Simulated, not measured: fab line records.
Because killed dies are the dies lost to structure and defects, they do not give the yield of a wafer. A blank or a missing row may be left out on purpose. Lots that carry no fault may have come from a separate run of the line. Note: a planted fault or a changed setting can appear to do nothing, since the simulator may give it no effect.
fab line records | flow nand_harc | part 1 of 2: steps 1 to 4 of 6
record: lots: 22 wafers: 66 last_day: 34
route steps=1302 shown A_STAIRCASE@711
lots that met no fault: from a run of the same line without faults
start_h: hours from the record's opening day to when the first of the lot's shown wafers began | wait_h: hours from the lot's prior step to this one | " the same as in the row above | L1.1+2: one row covering several wafers at once | - value missing, or start not given | * or withheld: withheld | < > ~ a bound
route shown NAME@n: NAME is a module with steps in the file, n the number in the route of the first one | usual: mean and standard deviation over wafers with no fault | same: alike in all rows | chamber/n: place in a boat | sites: per-site readings | _std_site: the standard deviation of these | _edge_site: mean of outer sites minus mean of inner sites | radius_mm: for every site, how far away it sits from the centre of the wafer | mask NAME#n: copy n | behind: the last tool/chamber to shape the wafer | hold: cause of the lot's hold/its duration in hours/its outcome | device: the n, p or np transistor that did not switch | end of line: the same wafers' tests at the end of the route | where a step has no rows: the recipe by itself | killed: the dies lost at the first sort to structure and to defects; this is not the yield of the wafer | map: dies across one wafer; x = killed, . = not, _ = none there
set.NAME: the setting as run; set.NAME@STEP: as run at that earlier step | model.NAME: the simulator's own value behind a step, which no gauge read
steps of the route over a sample of lots; a table a step, a row a wafer
services: when a tool's chamber went out of use (start_h, in hours from the record's first day, below 0 if earlier), for how many hours, and the reason
== steps ==
step: NHARC_A_STAIRCASE_ETCH_197
recipe: target_depth_a: 1000 time_s: 40.5 ion_energy_ev: 400 c4f8_flow_sccm: 20 o2_flow_sccm: 10 ar_flow_sccm: withheld rf_w: 600 bias_w: 1000 chemistry: C4F8/O2
usual: bias_w: 999.6/2.9 oes_product_au: 0.950/0.017 rf_vpp_V: 894/5.2
columns lot.wafer tool chamber start_h wait_h bias_w oes_product_au rf_hours_counter_h rf_vpp_V
L074.4 rie_diel-01 3 - - 1000.1 0.978 46 892
L074.6 " 0 " " 1001.5 0.971 - 894
L074.5 " 1 " " 996.6 0.960 - 894
L075.1 rie_diel-01 1 - - 1004.7 0.922 49 895
L075.5 " 0 " " 1000.5 0.927 - 892
L075.6 " 1 " " 1001.9 0.929 - 896
L076.2 rie_diel-01 0 - - 999.3 0.943 55 895
L076.1 " 2 " " 1001.4 0.935 54 890
L076.5 " 3 " " 996.9 0.942 - 893
L077.4 rie_diel-10 1 - - 999.6 0.933 34 887
L077.1 " 3 " " 993.8 0.950 44 895
L077.6 " 1 " " 998.1 0.935 - 886
L078.3 rie_diel-10 1 - - 999.7 0.929 38 886
L078.1 " 3 " " 999.1 0.951 48 897
L078.6 " 2 " " 998.1 0.943 - 897
L079.1 rie_diel-10 2 - - 998.2 0.952 41 896
L079.3 " 0 " " 995.9 0.932 40 895
L079.5 " 1 " " 1000.0 0.928 - 887
L081.3 rie_diel-10 3 - - 998.8 0.973 56 896
L081.1 " 1 " " 999.0 0.931 44 887
L081.5 " 2 " " 1001.9 0.934 - 897
L083.4 rie_diel-08 2 - - 996.4 0.976 22 890
L083.2 " 3 " " 1002.2 0.964 20 893
L083.1 " 0 " " 1001.1 0.972 22 887
L082.4 rie_diel-08 3 - - 999.1 0.976 20 893
L082.2 " 0 " " 1005.4 0.946 23 886
L082.5 " 2 " " 991.1 0.983 - 888
L085.3 rie_diel-08 0 - - 999.8 0.938 28 888
L085.6 " 1 " " 1001.0 0.963 - 903
L085.5 " 2 " " 999.8 0.961 - 889
L084.2 rie_diel-01 2 - - 1002.6 0.950 22 891
L084.6 " 2 " " 1002.5 0.946 - 888
L084.5 " 3 " " 1001.3 0.928 - 892
L086.2 rie_diel-08 1 - - 1002.5 0.951 37 905
L086.6 " 1 " " 1003.7 0.941 - 904
L086.5 " 2 " " 1001.4 0.955 - 889
L087.1 rie_diel-01 3 - - 997.1 0.960 37 890
L087.5 " 3 " " 1004.3 0.960 - 893
L087.6 " 1 " " 997.1 0.953 - 894
L088.3 rie_diel-08 2 - - 998.2 0.950 40 890
L088.6 " 2 " " 998.2 0.954 - 889
L088.5 " 3 " " 1003.2 0.945 - 892
L089.1 rie_diel-10 2 - - 1000.8 0.965 20 896
L089.3 " 3 " " 1001.9 0.949 17 895
L089.5 " 1 " " 1003.0 0.940 - 905
L090.2 rie_diel-10 3 - - 995.4 0.936 24 896
L090.1 " 1 " " 995.6 0.952 26 905
L090.6 " 2 " " 999.9 0.942 - 896
L092.2 rie_diel-10 3 - - 1000.2 0.937 32 896
L092.3 " 0 " " 1001.0 0.947 31 892
L092.4 " 1 " " 1002.4 0.954 34 905
L093.2 rie_diel-01 3 - - 1002.6 0.935 59 889
L093.5 " 1 " " 1001.7 0.946 - 893
L093.6 " 2 " " 997.7 0.937 - 889
L095.3 rie_diel-01 3 - - 1005.3 0.963 59 890
L095.1 " 1 " " 999.9 0.983 67 893
L095.6 " 2 " " 999.9 0.977 - 891
L094.4 rie_diel-10 2 - - 1002.7 0.954 44 896
L094.2 " 0 " " 999.4 0.933 38 892
L094.5 " 3 " " 998.8 0.950 - 895
L096.3 rie_diel-10 2 - - 1000.0 0.945 51 896
L096.1 " 3 " " 1002.6 0.954 47 896
L096.2 " 1 " " 999.3 0.931 49 905
L097.3 rie_diel-08 0 - - 991.9 0.926 13 907
L097.2 " 1 " " 1005.4 0.940 13 903
L097.1 " 2 " " 1004.0 0.935 12 887
step: NHARC_A_STAIRCASE_ETCH_221
recipe: target_depth_a: 1000 time_s: 40.5 ion_energy_ev: 400 c4f8_flow_sccm: 20 o2_flow_sccm: 10 ar_flow_sccm: withheld rf_w: 600 bias_w: 1000 chemistry: C4F8/O2
usual: bias_w: 1000.4/2.9 oes_product_au: 0.942/0.014 rf_vpp_V: 895/5.1
columns lot.wafer tool chamber start_h wait_h bias_w oes_product_au rf_hours_counter_h rf_vpp_V
L074.4 rie_diel-10 2 - - 998.6 0.948 27 896
L074.6 " 2 " " 1002.9 0.949 - 895
L074.5 " 3 " " 1005.3 0.960 - 897
L075.1 rie_diel-01 0 - - 996.8 0.919 54 893
L075.6 " 0 " " 1002.4 0.924 - 895
L075.5 " 1 " " 999.9 0.929 - 894
L076.1 rie_diel-01 0 - - 1001.5 0.931 55 896
L076.2 " 2 " " 1001.7 0.929 54 889
L076.5 " 0 " " 995.5 0.935 - 895
L077.1 rie_diel-10 0 - - 999.2 0.947 38 895
L077.4 " 2 " " 998.7 0.968 39 897
L077.6 " 0 " " 1006.1 0.957 - 894
L078.3 rie_diel-10 0 - - 999.5 0.947 41 894
L078.1 " 2 " " 1003.7 0.944 42 897
L078.6 " 2 " " 1006.4 0.935 - 894
L079.3 rie_diel-10 0 - - 1000.3 0.933 41 895
L079.1 " 2 " " 1001.5 0.937 42 895
L079.5 " 0 " " 1000.7 0.932 - 894
L081.3 rie_diel-10 0 - - 999.3 0.938 49 894
L081.1 " 2 " " 1000.6 0.924 49 896
L081.5 " 1 " " 998.5 0.921 - 886
L083.2 rie_diel-08 0 - - 1000.9 0.943 23 888
L083.4 " 1 " " 1003.3 0.950 24 905
L083.1 " 2 " " 998.1 0.955 23 890
L082.2 rie_diel-01 3 - - 994.7 0.943 20 890
L082.4 " 0 " " 1000.8 0.926 - 893
L082.5 " 3 " " 995.9 0.941 - 891
L085.3 rie_diel-01 2 - - 994.9 0.933 23 892
L085.6 " 0 " " 995.9 0.929 - 891
L085.5 " 1 " " 996.5 0.940 - 893
L084.2 rie_diel-08 2 - - 998.9 0.942 29 889
L084.6 " 1 " " 999.0 0.957 - 904
L084.5 " 2 " " 999.3 0.941 - 889
L086.2 rie_diel-10 3 - - 1003.2 0.937 14 896
L086.5 " 1 " " 997.2 0.935 - 906
L086.6 " 2 " " 1002.8 0.930 - 895
L087.1 rie_diel-08 0 - - 998.4 0.924 37 886
L087.5 " 0 " " 1000.3 0.931 - 888
L087.6 " 1 " " 999.2 0.985 - 905
L088.3 rie_diel-01 2 - - 1000.2 0.929 39 890
L088.6 " 0 " " 998.0 0.927 - 893
L088.5 " 1 " " 1000.9 0.946 - 893
L089.3 rie_diel-10 1 - - 998.7 0.940 24 907
L089.1 " 0 " " 999.3 0.947 22 893
L089.5 " 1 " " 999.6 0.931 - 905
L090.2 rie_diel-08 0 - - 1000.5 0.954 48 886
L090.1 " 1 " " 996.8 0.973 49 904
L090.6 " 2 " " 1001.5 0.955 - 890
L092.3 rie_diel-10 1 - - 996.0 0.930 34 904
L092.2 " 2 " " 1003.1 0.964 35 896
L092.4 " 3 " " 998.9 0.936 33 897
L093.2 rie_diel-01 1 - - 1002.0 0.955 67 893
L093.5 " 3 " " 1000.5 0.965 - 891
L093.6 " 0 " " 1002.5 0.931 - 892
L095.1 rie_diel-10 3 - - 995.8 0.937 42 896
L095.3 " 2 " " 1002.8 0.924 44 895
L095.6 " 3 " " 996.7 0.919 - 896
L094.2 rie_diel-10 2 - - 996.9 0.934 45 896
L094.4 " 3 " " 997.6 0.926 42 895
L094.5 " 2 " " 999.6 0.941 - 896
L096.2 rie_diel-08 3 - - 1004.6 0.939 4 891
L096.1 " 0 " " 998.1 0.939 7 905
L096.3 " 1 " " 1000.8 0.949 7 903
L097.3 rie_diel-08 1 - - 997.5 0.963 13 903
L097.1 " 2 " " 1005.1 0.937 12 887
L097.2 " 0 " " 995.3 0.962 13 906
step: NHARC_A_STAIRCASE_ETCH_225
recipe: target_depth_a: 1000 time_s: 40.5 ion_energy_ev: 400 c4f8_flow_sccm: 20 o2_flow_sccm: 10 ar_flow_sccm: withheld rf_w: 600 bias_w: 1000 chemistry: C4F8/O2
usual: bias_w: 1000.2/3 oes_product_au: 0.947/0.017 rf_vpp_V: 895/5.4
columns lot.wafer tool chamber start_h wait_h bias_w oes_product_au rf_hours_counter_h rf_vpp_V
L074.4 rie_diel-10 2 - - 995.7 0.954 28 898
L074.6 " 0 " " 1001.8 0.948 - 895
L074.5 " 1 " " 998.7 0.932 - 886
L075.1 rie_diel-01 0 - - 1002.5 0.931 55 894
L075.6 " 1 " " 996.6 0.933 - 896
L075.5 " 2 " " 998.7 0.939 - 890
L076.1 rie_diel-01 3 - - 1000.2 0.954 51 891
L076.2 " 0 " " 993.4 0.946 55 893
L076.5 " 2 " " 1000.9 0.947 - 891
L077.1 rie_diel-10 1 - - 1001.9 0.939 36 887
L077.4 " 3 " " 998.8 0.968 46 898
L077.6 " 1 " " 995.9 0.936 - 887
L078.1 rie_diel-10 3 - - 996.9 0.955 49 897
L078.3 " 0 " " 999.3 0.941 41 895
L078.6 " 2 " " 1003.0 0.956 - 897
L079.3 rie_diel-10 2 - - 1001.4 0.941 43 896
L079.1 " 0 " " 1000.4 0.939 41 894
L079.5 " 2 " " 999.5 0.940 - 898
L081.1 rie_diel-10 2 - - 1002.1 0.951 50 897
L081.3 " 3 " " 997.8 0.966 57 896
L081.5 " 3 " " 999.9 0.966 - 895
L083.1 rie_diel-08 0 - - 1001.7 0.953 23 888
L083.2 " 1 " " 1004.9 0.964 24 904
L083.4 " 3 " " 1000.6 0.961 20 892
L082.2 rie_diel-01 0 - - 1000.7 0.928 27 892
L082.4 " 1 " " 1002.7 0.939 - 895
L082.5 " 3 " " 1005.0 0.945 - 891
L085.3 rie_diel-01 1 - - 992.4 0.940 35 894
L085.6 " 0 " " 997.2 0.957 - 893
L085.5 " 1 " " 994.2 0.948 - 893
L084.2 rie_diel-08 2 - - 997.4 0.947 29 890
L084.6 " 3 " " 995.6 0.944 - 892
L084.5 " 0 " " 1006.6 0.937 - 886
L086.2 rie_diel-10 2 - - 1004.2 0.943 16 897
L086.6 " 0 " " 999.5 0.939 - 896
L086.5 " 1 " " 1002.2 0.935 - 906
L087.1 rie_diel-08 3 - - 993.5 0.938 33 893
L087.5 " 0 " " 1001.7 0.940 - 887
L087.6 " 1 " " 997.2 0.970 - 904
L088.3 rie_diel-01 3 - - 1000.0 0.941 44 890
L088.6 " 0 " " 995.7 0.936 - 892
L088.5 " 1 " " 1005.4 0.944 - 894
L089.3 rie_diel-10 3 - - 1006.7 0.930 22 894
L089.1 " 0 " " 999.7 0.936 22 894
L089.5 " 1 " " 1002.4 0.925 - 905
L090.1 rie_diel-08 0 - - 999.1 0.949 48 887
L090.2 " 2 " " 1001.9 0.947 48 889
L090.6 " 0 " " 996.1 0.941 - 886
L092.2 rie_diel-10 0 - - 999.3 0.936 32 894
L092.3 " 2 " " 999.0 0.954 35 896
L092.4 " 3 " " 994.5 0.938 33 897
L093.2 rie_diel-08 0 559.65 - 1000.2 1.001 0 904
L093.5 " 3 " " 1000.2 1.017 - 893
L093.6 " 0 " " 999.9 1.018 - 906
L095.1 rie_diel-10 1 - - 1000.1 0.925 42 906
L095.3 " 2 " " 998.4 0.940 45 895
L095.6 " 3 " " 1003.9 0.923 - 895
L094.2 rie_diel-10 3 - - 998.4 0.954 43 896
L094.4 " 0 " " 1001.9 0.950 40 893
L094.5 " 2 " " 1001.1 0.958 - 893
L096.1 rie_diel-08 1 - - 1003.2 0.950 8 903
L096.2 " 3 " " 1000.0 0.942 4 893
L096.3 " 0 " " 1002.7 0.944 7 906
L097.3 rie_diel-08 2 - - 1003.5 0.928 13 889
L097.1 " 3 " " 1000.2 0.934 13 891
L097.2 " 0 " " 1000.9 0.936 13 907
step: NHARC_A_STAIRCASE_ETCH_271
recipe: cf4_flow_sccm: 100 chf3_flow_sccm: 30 ar_flow_sccm: 0 rf_w: 500 bias_w: 200 chemistry: CF4/CHF3
usual: bias_w: 199.9/0.65 drypump_motor_current_A: 5.76/0.26 oes_product_au: 0.962/0.02 rf_vpp_V: 369.6/2.2 showerhead_plenum_p_Torr: 1.54/0.064 throttle_valve_pct: 16.803/0.0095
columns lot.wafer tool chamber start_h wait_h bias_w drypump_motor_current_A oes_product_au rf_hours_counter_h rf_vpp_V showerhead_plenum_p_Torr throttle_valve_pct
L074.4 rie_diel-08 2 366.70 0.1 200.3 5.81 0.973 51 368.6 1.50 16.804
L074.6 " 0 " " 198.8 5.77 0.978 - 369.1 1.47 16.795
L074.5 " 1 " " 199.8 5.48 0.962 - 374.9 1.68 16.800
L075.1 rie_diel-01 1 377.03 0.1 200.5 6.11 0.959 52 369.8 1.55 16.798
L075.6 " 2 " " 199.9 6.13 0.975 - 369.1 1.51 16.793
L075.5 " 3 " " 199.4 5.63 0.981 - 369.1 1.52 16.838
L076.1 rie_diel-01 0 380.77 0.1 200.1 5.46 0.972 60 369.5 1.54 16.815
L076.2 " 3 " " 199.9 5.64 0.991 54 370.0 1.52 16.815
L076.5 " 1 " " 199.4 6.05 0.964 - 371.1 1.55 16.809
L077.1 rie_diel-08 1 398.80 0.1 198.8 5.47 0.976 9 375.4 1.68 16.801
L077.6 " 0 " " 199.7 5.76 0.950 - 367.4 1.47 16.794
L077.4 " 1 " " 199.6 5.48 0.979 - 371.8 1.68 16.809
L078.1 rie_diel-08 3 403.08 0.1 201.0 5.92 0.966 9 369.1 1.54 16.808
L078.3 " 1 " " 199.8 5.49 0.990 11 372.7 1.68 16.795
L078.6 " 0 " " 199.8 5.74 0.960 - 367.1 1.47 16.799
L079.3 rie_diel-01 2 404.12 0.1 199.1 6.12 0.957 4 369.0 1.51 16.801
L079.1 " 1 " " 199.7 6.09 0.981 6 369.1 1.55 16.794
L079.5 " 3 " " 199.0 5.67 0.953 - 370.5 1.52 16.794
L081.3 rie_diel-08 0 424.58 0.1 199.6 5.77 0.954 18 365.4 1.47 16.800
L081.1 " 1 " " 200.0 5.49 0.965 19 375.2 1.68 16.791
L081.5 " 0 " " 199.1 5.76 0.951 - 366.7 1.47 16.798
L083.4 rie_diel-10 1 451.42 0.1 197.7 5.60 0.978 6 373.8 1.70 16.817
L083.1 " 2 " " 199.2 5.15 0.964 6 371.4 1.58 16.816
L083.2 " 3 " " 200.0 5.99 0.967 5 370.7 1.57 16.788
L082.2 rie_diel-10 0 454.64 0.1 199.8 5.81 0.977 5 371.4 1.55 16.795
L082.4 " 1 " " 200.3 5.61 0.965 8 373.9 1.70 16.818
L082.5 " 0 " " 200.6 5.82 0.970 - 369.2 1.55 16.811
L085.3 rie_diel-01 3 471.79 0.1 198.5 5.62 0.964 30 368.9 1.51 16.797
L085.5 " 2 " " 199.8 6.10 0.959 - 369.3 1.50 16.801
L085.6 " 3 " " 199.7 5.66 0.963 - 369.3 1.51 16.815
L084.2 rie_diel-10 3 472.07 0.1 201.7 5.99 0.969 11 370.7 1.57 16.812
L084.6 " 2 " " 200.9 5.20 0.958 - 370.4 1.58 16.785
L084.5 " 3 " " 201.0 5.99 0.964 - 370.4 1.57 16.811
L086.2 rie_diel-01 1 495.62 0.1 200.1 6.08 0.925 43 369.8 1.54 16.801
L086.6 " 3 " " 200.5 5.69 0.929 - 368.8 1.51 16.796
L086.5 " 0 " " 200.5 5.45 0.917 - 369.9 1.53 16.787
L087.1 rie_diel-08 1 497.51 0.1 200.5 5.48 0.980 40 374.0 1.67 16.827
L087.5 " 2 " " 200.1 5.84 0.980 - 367.7 1.49 16.812
L087.6 " 3 " " 200.0 5.91 0.978 - 368.8 1.53 16.792
L088.3 rie_diel-01 2 517.95 0.1 200.2 6.10 0.915 41 369.4 1.50 16.786
L088.6 " 1 " " 200.7 6.08 0.927 - 369.1 1.54 16.806
L088.5 " 2 " " 199.8 6.08 0.919 - 368.7 1.50 16.794
L089.3 rie_diel-10 2 521.22 0.1 198.9 5.17 0.981 26 369.8 1.57 16.804
L089.1 " 0 " " 200.1 5.81 0.964 24 370.5 1.55 16.806
L089.5 " 1 " " 199.5 5.58 0.957 - 374.6 1.69 16.818
L090.1 rie_diel-08 0 530.69 0.1 200.2 5.73 0.920 50 366.6 1.46 16.796
L090.2 " 2 " " 200.0 5.83 0.938 50 367.9 1.49 16.798
L090.6 " 0 " " 199.8 5.73 0.928 - 367.9 1.46 16.817
L092.4 rie_diel-01 2 549.30 0.1 199.1 6.12 0.971 52 368.0 1.49 16.819
L092.3 " 3 " " 199.7 5.62 0.956 56 368.2 1.51 16.803
L092.2 " 1 " " 199.4 6.08 0.987 62 368.8 1.53 16.807
L093.2 rie_diel-10 2 567.22 0.1 199.2 5.15 0.966 46 369.0 1.57 16.806
L093.6 " 0 " " 199.7 5.84 0.978 - 368.4 1.54 16.806
L093.5 " 1 " " 199.0 5.56 0.965 - 372.9 1.69 16.796
L095.1 rie_diel-01 3 569.03 0.1 199.9 5.67 0.950 0 368.1 1.50 16.799
L095.3 " 2 " " 200.5 6.05 0.982 0 367.2 1.49 16.799
L095.6 " 0 " " 200.5 5.49 0.965 - 368.6 1.53 16.804
L094.4 rie_diel-01 3 571.85 0.1 199.8 5.65 0.947 1 369.0 1.50 16.802
L094.2 " 0 " " 199.7 5.49 0.977 1 368.6 1.53 16.789
L094.5 " 1 " " 200.0 6.08 0.991 - 370.0 1.53 16.805
L096.3 rie_diel-01 3 588.16 0.1 200.2 5.62 0.957 8 367.5 1.50 16.801
L096.1 " 1 " " 200.2 6.06 0.970 11 370.0 1.53 16.793
L096.2 " 2 " " 199.3 6.08 0.971 11 367.8 1.49 16.798
L097.3 rie_diel-01 2 604.79 0.1 199.6 6.10 0.970 19 368.0 1.49 16.810
L097.1 " 3 " " 199.7 5.64 0.974 13 367.6 1.50 16.799
L097.2 " 0 " " 199.5 5.46 0.951 13 369.6 1.52 16.813
